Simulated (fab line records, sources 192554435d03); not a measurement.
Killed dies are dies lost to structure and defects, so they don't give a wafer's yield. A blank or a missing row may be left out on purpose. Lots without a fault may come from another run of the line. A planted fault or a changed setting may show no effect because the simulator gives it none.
Chamber matching | flow n5_finfet | N5_BEOL_M0_CUTY_ETCH_62 on rie_diel-03: 4 sister chambers
The step etches SiARC in CF4, time 58.5 s. 8 wafers are shown with their chamber, then 10 later ones without.

WAFERS WITH THEIR CHAMBER
wafer  | chamber | showerhead_plenum_p_Torr (Torr) | throttle_valve_pct (%)
L082.6 | 0       | 2.03                            | 15.69
L085.2 | 2       | 2.23                            | 15.69
L085.5 | 2       | 2.23                            | 15.69
L086.1 | 1       | 2.13                            | 16.16
L086.2 | 3       | 2.17                            | 15.46
L086.6 | 0       | 2.03                            | 15.73
L089.1 | 1       | 2.12                            | 16.18
L089.2 | 3       | 2.17                            | 15.48

WAFERS WITHOUT THEIR CHAMBER
wafer  | showerhead_plenum_p_Torr (Torr) | throttle_valve_pct (%)
L089.6 | 2.03                            | 15.76
L091.2 | 2.17                            | 15.46
L091.4 | 2.03                            | 15.75
L091.5 | 2.03                            | 15.76
L092.2 | 2.17                            | 15.46
L092.4 | 2.23                            | 15.71
L092.5 | 2.17                            | 15.48
L096.1 | 2.16                            | 15.50
L096.4 | 2.16                            | 15.51
L096.5 | 2.28                            | 15.27

WHICH CHAMBER EACH WENT THROUGH
wafer  | from the rows above | in truth
L089.6 | 0                   | 0
L091.2 | 3                   | 3
L091.4 | 0                   | 0
L091.5 | 0                   | 0
L092.2 | 3                   | 3
L092.4 | 2                   | 2
L092.5 | 3                   | 3
L096.1 | 3                   | 3
L096.4 | 3                   | 3
L096.5 | 2                   | 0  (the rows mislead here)
Placed correctly: 9 of 10. Can't be placed from these rows: 0. Placed wrongly: 1.
How it was worked out, from the rows above alone: a wafer's distance from a chamber is the root of the sum, over the readings, of the square of ((its reading less the chamber's mean) divided by the reading's scatter). The wafer belongs to the nearest chamber; if the next one is less than 2 further off, it can't be placed. A chamber's mean is the mean of its shown wafers. The scatter: the root of (the sum of the squares of (reading less its chamber's mean) over the shown wafers, divided by (wafers less chambers)).
